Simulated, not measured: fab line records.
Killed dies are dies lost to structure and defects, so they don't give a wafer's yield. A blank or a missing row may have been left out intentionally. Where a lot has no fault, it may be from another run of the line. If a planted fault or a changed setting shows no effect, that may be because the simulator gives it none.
What tool caused it? | flow n5-finfet | 9 lots, 26 wafers sampled, at 5 steps of a route of 1938

== WHAT THE GAUGES SHOWED, per wafer ==
N5_BEOL_M4_RC_MEAS_101. Usual: DIBL_N 36.5 mV/V, standard deviation 1.8; DIBL_P 36.5 mV/V, standard deviation 2.1; IOFF_N 0.17 nA/um, standard deviation 0.031; IOFF_P 0.22 nA/um, standard deviation 0.036; ION_N 677 uA/um, standard deviation 11; ION_P 463 uA/um, standard deviation 8; SS_N 71.6 mV/dec, standard deviation 0.61; SS_P 73.3 mV/dec, standard deviation 0.63; VT_N 249 mV, standard deviation 3.1; VT_P -250 mV, standard deviation 3.3.
lot  | measured     | on        | DIBL_N (mV/V)  | DIBL_P (mV/V)  | IOFF_N (nA/um) | IOFF_P (nA/um) | ION_N (uA/um) | ION_P (uA/um) | SS_N (mV/dec)  | SS_P (mV/dec)  | VT_N (mV)   | VT_P (mV)      | flag
L423 | day 8 14:43  | prober-02 | 40.8 37.6 37.2 | 41.5 38.2 36.6 | 0.23 0.17 0.15 | 0.26 0.20 0.18 | 683 688 675   | 462 465 454   | 72.8 71.1 71.1 | 74.2 73.7 73.3 | 245 248 251 | -250 -253 -255 |
L426 | day 9 20:15  | prober-02 | 35.0 35.7 33.9 | 35.6 36.2 34.9 | 0.13 0.15 0.13 | 0.19 0.20 0.18 | 667 678 675   | 465 467 463   | 70.8 71.3 70.9 | 73.1 73.9 72.5 | 249 249 251 | -251 -253 -251 |
L428 | day 10 03:37 | prober-02 | 35.0 36.3      | 34.7 35.7      | 0.15 0.16      | 0.20 0.21      | 677 678       | 461 462       | 71.1 71.2      | 73.3 73.3      | 247 250     | -251 -251      |
L430 | day 10 20:40 | prober-01 | 36.4 38.2 37.4 | 35.0 36.7 35.6 | 0.18 0.20 0.20 | 0.20 0.22 0.21 | 679 675 672   | 454 452 452   | 71.9 72.8 71.6 | 72.7 73.5 73.1 | 246 248 246 | -252 -250 -252 |
L436 | day 12 07:37 | prober-01 | 36.3 35.7 38.1 | 36.7 34.7 38.7 | 0.15 0.13 0.18 | 0.20 0.17 0.23 | 667 663 690   | 456 460 463   | 71.2 70.9 71.9 | 72.9 72.3 73.2 | 251 252 249 | -250 -252 -249 |
L439 | day 12 10:23 | prober-02 | 37.5 36.0 36.7 | 38.0 36.8 37.7 | 0.20 0.18 0.19 | 0.29 0.27 0.30 | 688 694 692   | 475 482 478   | 72.0 71.0 71.7 | 73.8 73.5 73.9 | 246 246 248 | -242 -243 -241 |
L440 | day 13 18:14 | prober-01 | 35.3 34.3 34.7 | 37.2 35.6 36.1 | 0.15 0.13 0.14 | 0.20 0.18 0.19 | 679 677 675   | 467 464 465   | 70.5 71.4 71.3 | 73.8 73.4 73.8 | 250 251 250 | -252 -252 -250 |
L442 | day 14 00:46 | prober-02 | 36.9 38.9 35.3 | 37.0 39.9 35.8 | 0.17 0.21 0.16 | 0.25 0.29 0.22 | 673 687 683   | 465 476 472   | 71.8 72.7 71.2 | 73.1 73.8 72.8 | 247 247 250 | -246 -243 -248 |
L443 | day 14 23:12 | prober-01 | 37.0 40.1 38.5 | 35.4 39.8 38.1 | 0.15 0.20 0.18 | 0.20 0.28 0.25 | 662 673 667   | 456 465 461   | 72.7 72.6 71.9 | 72.6 74.4 73.8 | 253 251 248 | -251 -245 -247 |

== EACH LOT AND THE TOOL THAT RAN IT (in order: tool; ch and the chambers of the sampled wafers; start) ==
lot  | N5_HKMG_FIN_STRIP_34              | N5_HKMG_FIN_STRIP_92              | N5_HKMG_FIN_ALD_91                 | N5_HKMG_FIN_ETCHBACK_68
L423 | rie-diel-04 ch 1,3, day 4 22:26   | rie-diel-04 ch 1,3, day 4 22:37   | ald-metal-03 ch 0,1,3, day 4 23:08 | rie-metal-02 ch 0,1, day 5 00:46
L426 | rie-diel-05 ch 0,1, day 5 16:49   | rie-diel-05 ch 0,1, day 5 16:59   | ald-metal-03 ch 1,2,3, day 5 17:38 | rie-metal-01 ch 0,1, day 5 19:19
L428 | rie-diel-03 ch 2,3, day 6 03:26   | rie-diel-03 ch 2,3, day 6 03:37   | ald-metal-03 ch 0,3, day 6 04:08   | rie-metal-03 ch 1, day 6 05:47
L430 | rie-diel-05 ch 2,3, day 6 14:24   | rie-diel-05 ch 2,3, day 6 14:34   | ald-metal-03 ch 0,3, day 6 15:06   | rie-metal-03 ch 0,1, day 6 16:47
L436 | rie-diel-05 ch 0,2, day 8 06:33   | rie-diel-05 ch 0,2, day 8 06:43   | ald-metal-02 ch 1,2,3, day 8 07:15 | rie-metal-01 ch 0,1, day 8 08:55
L439 | rie-diel-04 ch 0,1,2, day 8 19:05 | rie-diel-04 ch 0,1,2, day 8 19:16 | ald-metal-04 ch 0,1,3, day 8 19:47 | rie-metal-03 ch 0,1, day 8 21:28
L440 | rie-diel-03 ch 0,1, day 9 06:20   | rie-diel-03 ch 0,1, day 9 06:30   | ald-metal-04 ch 1,3, day 9 07:02   | rie-metal-02 ch 0,1, day 9 08:40
L442 | rie-diel-03 ch 0,1,3, day 9 17:25 | rie-diel-03 ch 0,1,3, day 9 17:35 | ald-metal-04 ch 1,2,3, day 9 18:07 | rie-metal-03 ch 0,1, day 9 20:00
L443 | rie-diel-04 ch 1,2,3, day 9 20:56 | rie-diel-04 ch 1,2,3, day 9 21:07 | ald-metal-03 ch 1,2, day 9 21:38   | rie-metal-02 ch 0, day 9 23:19
- N5_HKMG_FIN_STRIP_34: strips in CF4.
- N5_HKMG_FIN_STRIP_92: strips SOC in N2/H2, time 20 s.
- N5_HKMG_FIN_ALD_91: deposits TiN, target thk 1 nm, pulse time 1 s, purge time 3 s.
- N5_HKMG_FIN_ETCHBACK_68: etches the open film in Cl2/Ar, stops on HfO2, target depth 0.5 nm.

== WHAT THE TOOLS THEMSELVES READ (means of the sampled wafers that have a number; where no wafer has one, the mark that the record gives instead) ==
N5_HKMG_FIN_STRIP_34. Usual: drypump-motor-current-A 5.8 A, standard deviation 0.39; oes-product-au 0.77 a.u., standard deviation 0.085; power-w 299.9 W, standard deviation 0.89; rf-vpp-V 271.4 V, standard deviation 1.7; showerhead-plenum-p-Torr 1.80 Torr, standard deviation 0.069; throttle-valve-pct 13.57 %, standard deviation 0.21.
lot  | tool        | drypump-motor-current-A (A) | oes-product-au (a.u.) | power-w (W) | rf-vpp-V (V) | showerhead-plenum-p-Torr (Torr) | throttle-valve-pct (%) | flag
L423 | rie-diel-04 | 5.9                         | 0.82                  | 298.9       | 271.4        | 1.83                            | 13.43                  |
L426 | rie-diel-05 | 6.3                         | 0.79                  | 300.0       | 271.4        | 1.84                            | 13.61                  |
L428 | rie-diel-03 | 5.7                         | 0.84                  | 298.6       | 270.4        | 1.75                            | 13.53                  |
L430 | rie-diel-05 | 5.3                         | 0.86                  | 299.1       | 271.9        | 1.87                            | 13.30                  |
L436 | rie-diel-05 | 6.1                         | 0.83                  | 300.2       | 273.8        | 1.90                            | 13.51                  |
L439 | rie-diel-04 | 6.0                         | 0.75                  | 299.9       | 271.9        | 1.79                            | 13.74                  |
L440 | rie-diel-03 | 5.8                         | 0.79                  | 299.3       | 271.4        | 1.82                            | 13.47                  |
L442 | rie-diel-03 | 5.7                         | 0.81                  | 299.1       | 271.5        | 1.81                            | 13.48                  |
L443 | rie-diel-04 | 5.7                         | 0.82                  | 299.9       | 270.7        | 1.79                            | 13.45                  |

N5_HKMG_FIN_STRIP_92. Usual: drypump-motor-current-A 5.8 A, standard deviation 0.4; oes-product-au 0.77 a.u., standard deviation 0.093; power-w 500.1 W, standard deviation 1.4; rf-vpp-V 54.2 V, standard deviation 0.9; showerhead-plenum-p-Torr 3.37 Torr, standard deviation 0.13; throttle-valve-pct 18.9 %, standard deviation 0.36.
lot  | tool        | drypump-motor-current-A (A) | oes-product-au (a.u.) | power-w (W) | rf-vpp-V (V) | showerhead-plenum-p-Torr (Torr) | throttle-valve-pct (%) | flag
L423 | rie-diel-04 | 6.0                         | 0.84                  | 498.6       | 55.2         | 3.44                            | 18.8                   |
L426 | rie-diel-05 | 6.3                         | 0.79                  | 501.7       | 54.0         | 3.44                            | 19.0                   |
L428 | rie-diel-03 | 5.7                         | 0.84                  | 499.1       | 53.7         | 3.23                            | 18.6                   |
L430 | rie-diel-05 | 5.3                         | 0.87                  | 501.4       | 54.7         | 3.51                            | 18.9                   |
L436 | rie-diel-05 | 6.1                         | 0.84                  | 499.5       | 54.8         | 3.56                            | 19.0                   |
L439 | rie-diel-04 | 6.0                         | 0.76                  | 500.3       | 54.1         | 3.35                            | 19.2                   |
L440 | rie-diel-03 | 5.8                         | 0.80                  | 500.4       | 54.6         | 3.44                            | 19.2                   |
L442 | rie-diel-03 | 5.7                         | 0.82                  | 501.3       | 54.2         | 3.38                            | 18.9                   |
L443 | rie-diel-04 | 5.8                         | 0.83                  | 500.0       | 54.3         | 3.35                            | 18.8                   |

N5_HKMG_FIN_ALD_91. Usual: heater-power-w 875 W, standard deviation 64; precursor-pulse-height-rel 0.998, standard deviation 0.02.
lot  | tool         | heater-power-w (W) | precursor-pulse-height-rel | flag
L423 | ald-metal-03 | 849                | 0.986                      |
L426 | ald-metal-03 | 875                | 0.996                      |
L428 | ald-metal-03 | 858                | 1.010                      |
L430 | ald-metal-03 | 826                | 1.009                      |
L436 | ald-metal-02 | 891                | 1.010                      |
L439 | ald-metal-04 | 904                | 1.001                      |
L440 | ald-metal-04 | 948                | 0.988                      |
L442 | ald-metal-04 | 899                | 0.987                      |
L443 | ald-metal-03 | 895                | 0.985                      |

N5_HKMG_FIN_ETCHBACK_68. Usual: drypump-motor-current-A 5.6 A, standard deviation 0.43; oes-product-au 0.73 a.u., standard deviation 0.14; throttle-valve-pct 20.8 %, standard deviation 0.4.
lot  | tool         | drypump-motor-current-A (A) | oes-product-au (a.u.) | throttle-valve-pct (%) | flag
L423 | rie-metal-02 | 6.0                         | 0.59                  | 21.0                   |
L426 | rie-metal-01 | 5.1                         | 0.71                  | 20.7                   |
L428 | rie-metal-03 | 5.3                         | 0.76                  | 20.9                   |
L430 | rie-metal-03 | 5.4                         | 0.81                  | 21.0                   |
L436 | rie-metal-01 | 5.1                         | 0.63                  | 21.0                   |
L439 | rie-metal-03 | 5.5                         | 0.84                  | 21.1                   |
L440 | rie-metal-02 | 6.1                         | 0.70                  | 20.9                   |
L442 | rie-metal-03 | 5.4                         | 0.78                  | 21.1                   |
L443 | rie-metal-02 | 6.0                         | 0.89                  | 20.3                   |

== THE ANSWER, worked out from the rows above alone ==
Rule: lot off if the mean of its wafers having a number is beyond 3 standard deviations from the usual mean. A lot without any number at a reading at which 4 lots or more have one is off too. Where the step has rows for the other lots, those lots are counted as sound. The gauges are gone through in route order, then the tools' own readings, and for those a lot's mean is taken as printed above. At the first step where some lot is off, the reading lying furthest off is the one used; lots without a number count as furthest.
Across all readings shown, no lot is off: no conclusion can be drawn from this.

== WHAT WAS PUT IN BY THE SIMULATOR ==
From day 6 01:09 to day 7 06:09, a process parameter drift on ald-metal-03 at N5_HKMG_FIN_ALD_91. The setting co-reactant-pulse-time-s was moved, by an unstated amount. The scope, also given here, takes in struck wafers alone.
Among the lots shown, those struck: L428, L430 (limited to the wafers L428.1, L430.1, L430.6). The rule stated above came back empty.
